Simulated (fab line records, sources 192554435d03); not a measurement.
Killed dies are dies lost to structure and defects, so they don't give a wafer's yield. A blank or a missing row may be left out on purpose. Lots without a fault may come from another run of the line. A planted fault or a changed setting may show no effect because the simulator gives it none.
Which tool did it? | flow n5_finfet | 24 lots, 72 wafers sampled, at 4 steps of a route of 1938

WHAT THE GAUGES READ, wafer by wafer
N5_BEOL_M13_OCD_MEAS_35. Usual: trench_depth_nm 410 nm, standard deviation 9.6.
lot  | measured     | on     | trench_depth_nm (nm) | flag
L074 | day 14 05:26 | ocd-01 | 410 401 401          |
L077 | day 14 22:50 | ocd-02 | 421 408 422          |
L075 | day 15 03:11 | ocd-01 | 407 420 408          |
L076 | day 15 08:29 | ocd-01 | 405 428 419          |
L078 | day 15 15:22 | ocd-02 | 411 407 393          |
L080 | day 16 01:38 | ocd-01 | 396 412 394          |
L082 | day 16 05:10 | ocd-02 | 400 423 424          |
L079 | day 16 17:47 | ocd-01 | 407 421 408          |
L086 | day 17 09:17 | ocd-02 | 415 396 410          |
L081 | day 17 15:43 | ocd-02 | 410 411 412          |
L083 | day 17 20:41 | ocd-02 | 415 393 412          |
L084 | day 17 21:08 | ocd-01 | 417 416 418          |
L090 | day 18 06:29 | ocd-01 | 395 407 393          |
L085 | day 18 07:40 | ocd-02 | 420 407 407          |
L089 | day 18 22:08 | ocd-01 | 429 404 407          |
L087 | day 19 01:12 | ocd-01 | 418 425 417          |
L088 | day 19 01:34 | ocd-02 | 410 403 390          |
L091 | day 19 05:53 | ocd-02 | 407 406 389          |
L096 | day 19 16:47 | ocd-01 | 409 423 416          |
L092 | day 19 21:22 | ocd-01 | 415 390 392          |
L094 | day 19 21:55 | ocd-01 | 391 411 415          |
L093 | day 20 05:59 | ocd-01 | 417 402 423          |
L095 | day 20 06:43 | ocd-01 | 420 421 419          |
L097 | day 20 13:18 | ocd-01 | 409 408 418          |

N5_BEOL_M14_CD_MEAS_10: target cd 250 nm. Usual: cd_nm 251.9 nm, standard deviation 2.6.
lot  | measured     | on        | cd_nm (nm)        | flag
L074 | day 14 14:40 | cd_sem-02 | 251.5 257.1 254.6 |
L077 | day 15 04:17 | cd_sem-03 | 256.5 252.0 250.1 |
L075 | day 15 07:15 | cd_sem-03 | 246.7 246.9 248.7 |
L076 | day 15 12:42 | cd_sem-03 | 248.6 248.9 250.6 |
L078 | day 15 19:36 | cd_sem-02 | 248.7 248.5 247.9 |
L080 | day 16 03:51 | cd_sem-02 | 250.7 253.4 253.4 |
L082 | day 16 16:16 | cd_sem-03 | 257.2 254.6 251.7 |
L079 | day 16 22:48 | cd_sem-02 | 249.0 248.7 253.8 |
L086 | day 17 14:13 | cd_sem-02 | 254.2 251.3 252.1 |
L081 | day 17 19:08 | cd_sem-02 | 248.8 251.3 253.5 |
L083 | day 18 00:29 | cd_sem-02 | 249.3 253.2 249.6 |
L084 | day 18 00:55 | cd_sem-02 | 248.7 248.2 250.0 |
L090 | day 18 12:29 | cd_sem-03 | 252.6 249.5 248.2 |
L085 | day 18 12:44 | cd_sem-02 | 253.6 248.8 250.0 |
L089 | day 19 04:58 | cd_sem-03 | 248.2 252.7 249.2 |
L087 | day 19 06:39 | cd_sem-01 | 254.1 257.1 252.9 |
L088 | day 19 07:21 | cd_sem-01 | 252.3 250.8 255.5 |
L091 | day 19 12:40 | cd_sem-03 | 248.5 253.2 248.2 |
L096 | day 19 21:29 | cd_sem-01 | 253.3 254.0 254.4 |
L092 | day 20 01:41 | cd_sem-02 | 249.8 253.7 250.1 |
L094 | day 20 03:39 | cd_sem-01 | 250.2 250.4 248.8 |
L093 | day 20 09:07 | cd_sem-02 | 252.6 255.3 251.6 |
L095 | day 20 09:25 | cd_sem-02 | 255.1 255.9 253.9 |
L097 | day 20 20:04 | cd_sem-01 | 252.7 255.3 255.0 |

WHICH TOOL RAN EACH LOT (tool, then ch and the chambers of the sampled wafers, then the start)
lot  | N5_BEOL_M13_SPUTTER_43       | N5_BEOL_M13_DEP_53
L074 | pvd_sputter-03, day 14 12:54 | pecvd-01 ch 0,1,2, day 14 14:02
L077 | pvd_sputter-02, day 15 02:26 | pecvd-01 ch 0,2, day 15 03:32
L075 | pvd_sputter-01, day 15 05:09 | pecvd-04 ch 0,2, day 15 06:28
L076 | pvd_sputter-02, day 15 10:38 | pecvd-03 ch 1,2, day 15 11:52
L078 | pvd_sputter-02, day 15 17:53 | pecvd-01 ch 0,1,2, day 15 18:59
L080 | pvd_sputter-03, day 16 02:07 | pecvd-03 ch 0,2, day 16 03:13
L082 | pvd_sputter-03, day 16 14:26 | pecvd-01 ch 1,2, day 16 15:38
L079 | pvd_sputter-01, day 16 20:57 | pecvd-01 ch 0,1,2, day 16 22:04
L086 | pvd_sputter-02, day 17 12:30 | pecvd-03 ch 0,1,2, day 17 13:35
L081 | pvd_sputter-02, day 17 17:20 | pecvd-01 ch 0,2, day 17 18:31
L083 | pvd_sputter-01, day 17 22:34 | pecvd-03 ch 0,1, day 17 23:44
L084 | pvd_sputter-01, day 17 22:53 | pecvd-01 ch 0,1, day 17 23:59
L090 | pvd_sputter-02, day 18 10:40 | pecvd-01 ch 0,1,2, day 18 11:52
L085 | pvd_sputter-02, day 18 11:01 | pecvd-03 ch 1,2, day 18 12:07
L089 | pvd_sputter-03, day 19 03:14 | pecvd-01 ch 0,1,2, day 19 04:21
L087 | pvd_sputter-01, day 19 04:49 | pecvd-01 ch 0,1, day 19 06:01
L088 | pvd_sputter-01, day 19 05:11 | pecvd-04 ch 0,2, day 19 06:36
L091 | pvd_sputter-02, day 19 10:56 | pecvd-04 ch 0,1,2, day 19 12:02
L096 | pvd_sputter-02, day 19 19:17 | pecvd-03 ch 0,1, day 19 20:38
L092 | pvd_sputter-01, day 19 23:19 | pecvd-03 ch 1,2, day 20 00:56
L094 | pvd_sputter-01, day 20 01:48 | pecvd-03 ch 0,1,2, day 20 02:53
L093 | pvd_sputter-01, day 20 06:49 | pecvd-03 ch 0,2, day 20 08:29
L095 | pvd_sputter-03, day 20 07:12 | pecvd-01 ch 0,2, day 20 08:46
L097 | pvd_sputter-01, day 20 18:17 | pecvd-03 ch 0,1,2, day 20 19:27
- N5_BEOL_M13_SPUTTER_43: material TaN, target thk 15 nm, time 24.19 s.
- N5_BEOL_M13_DEP_53: deposits SiCN from 3MS/NH3, target thk 50 nm, time 17.8 s.

WHAT THE TOOLS THEMSELVES READ (means of the sampled wafers that have a number; where no wafer has one, the mark that the record gives instead)
N5_BEOL_M13_SPUTTER_43. Usual: bias_v 168.8 V, standard deviation 1.7; susceptor_temp_C 50.01 C, standard deviation 0.11; throttle_valve_pct 29.9 %, standard deviation 0.67.
lot  | tool           | bias_v (V) | susceptor_temp_C (C) | throttle_valve_pct (%) | flag
L074 | pvd_sputter-03 | 170.7      | 50.05                | 29.8                   |
L077 | pvd_sputter-02 | 169.8      | 49.96                | 30.0                   |
L075 | pvd_sputter-01 | 169.1      | 50.03                | 30.1                   |
L076 | pvd_sputter-02 | 168.4      | 49.90                | 29.6                   |
L078 | pvd_sputter-02 | 167.9      | 49.90                | 30.0                   |
L080 | pvd_sputter-03 | 167.5      | 50.10                | 30.6                   |
L082 | pvd_sputter-03 | 170.4      | 49.97                | 29.8                   |
L079 | pvd_sputter-01 | 170.6      | 49.98                | 30.1                   |
L086 | pvd_sputter-02 | 169.6      | 50.04                | 29.9                   |
L081 | pvd_sputter-02 | 171.4      | 50.09                | 30.1                   |
L083 | pvd_sputter-01 | 169.4      | 50.05                | 30.1                   |
L084 | pvd_sputter-01 | 167.6      | 50.04                | 30.0                   |
L090 | pvd_sputter-02 | 168.9      | 49.91                | 29.8                   |
L085 | pvd_sputter-02 | 168.9      | 50.01                | 29.9                   |
L089 | pvd_sputter-03 | 168.9      | 50.00                | 30.1                   |
L087 | pvd_sputter-01 | 168.3      | 49.97                | 29.5                   |
L088 | pvd_sputter-01 | 168.8      | 49.99                | 29.5                   |
L091 | pvd_sputter-02 | 169.3      | 50.08                | 29.9                   |
L096 | pvd_sputter-02 | 168.5      | 50.05                | 29.6                   |
L092 | pvd_sputter-01 | 169.3      | 49.98                | 29.9                   |
L094 | pvd_sputter-01 | 169.2      | 49.98                | 29.5                   |
L093 | pvd_sputter-01 | 167.6      | 50.01                | 30.5                   |
L095 | pvd_sputter-03 | 168.7      | 50.00                | 29.7                   |
L097 | pvd_sputter-01 | 167.9      | 50.00                | 30.3                   |

N5_BEOL_M13_DEP_53. Usual: showerhead_plenum_p_Torr 4.158 Torr, standard deviation 0.021; throttle_valve_pct 18.3 %, standard deviation 1.2.
lot  | tool     | showerhead_plenum_p_Torr (Torr) | throttle_valve_pct (%) | flag
L074 | pecvd-01 | 4.161                           | 17.7                   |
L077 | pecvd-01 | 4.157                           | 18.1                   |
L075 | pecvd-04 | 4.157                           | 18.9                   |
L076 | pecvd-03 | 4.134                           | 18.1                   |
L078 | pecvd-01 | 4.167                           | 17.8                   |
L080 | pecvd-03 | 4.158                           | 18.0                   |
L082 | pecvd-01 | 4.178                           | 17.1                   |
L079 | pecvd-01 | 4.156                           | 17.9                   |
L086 | pecvd-03 | 4.160                           | 18.4                   |
L081 | pecvd-01 | 4.151                           | 18.7                   |
L083 | pecvd-03 | 4.169                           | 19.2                   |
L084 | pecvd-01 | 4.171                           | 17.5                   |
L090 | pecvd-01 | 4.154                           | 17.8                   |
L085 | pecvd-03 | 4.138                           | 17.9                   |
L089 | pecvd-01 | 4.162                           | 18.0                   |
L087 | pecvd-01 | 4.149                           | 18.4                   |
L088 | pecvd-04 | 4.156                           | 19.0                   |
L091 | pecvd-04 | 4.160                           | 19.3                   |
L096 | pecvd-03 | 4.176                           | 19.2                   |
L092 | pecvd-03 | 4.139                           | 18.2                   |
L094 | pecvd-03 | 4.153                           | 18.4                   |
L093 | pecvd-03 | 4.169                           | 19.0                   |
L095 | pecvd-01 | 4.151                           | 18.1                   |
L097 | pecvd-03 | 4.154                           | 18.5                   |

THE ANSWER, worked out from the rows above alone
Rule: a lot is off if the mean of its wafers that have a number lies more than 3 standard deviations from the usual mean. A lot without any number at a reading at which 4 lots or more have one is off too. The other lots that the step has rows for count as sound. The gauges are gone through in route order, then the tools' own readings, and for those a lot's mean is taken as printed above. The first step at which some lot is off is used, and at that step the reading that is off furthest; a lot without a number counts as furthest.
No lot is off at any reading shown: from this, nothing can be told.

WHAT THE SIMULATOR HAD PUT IN
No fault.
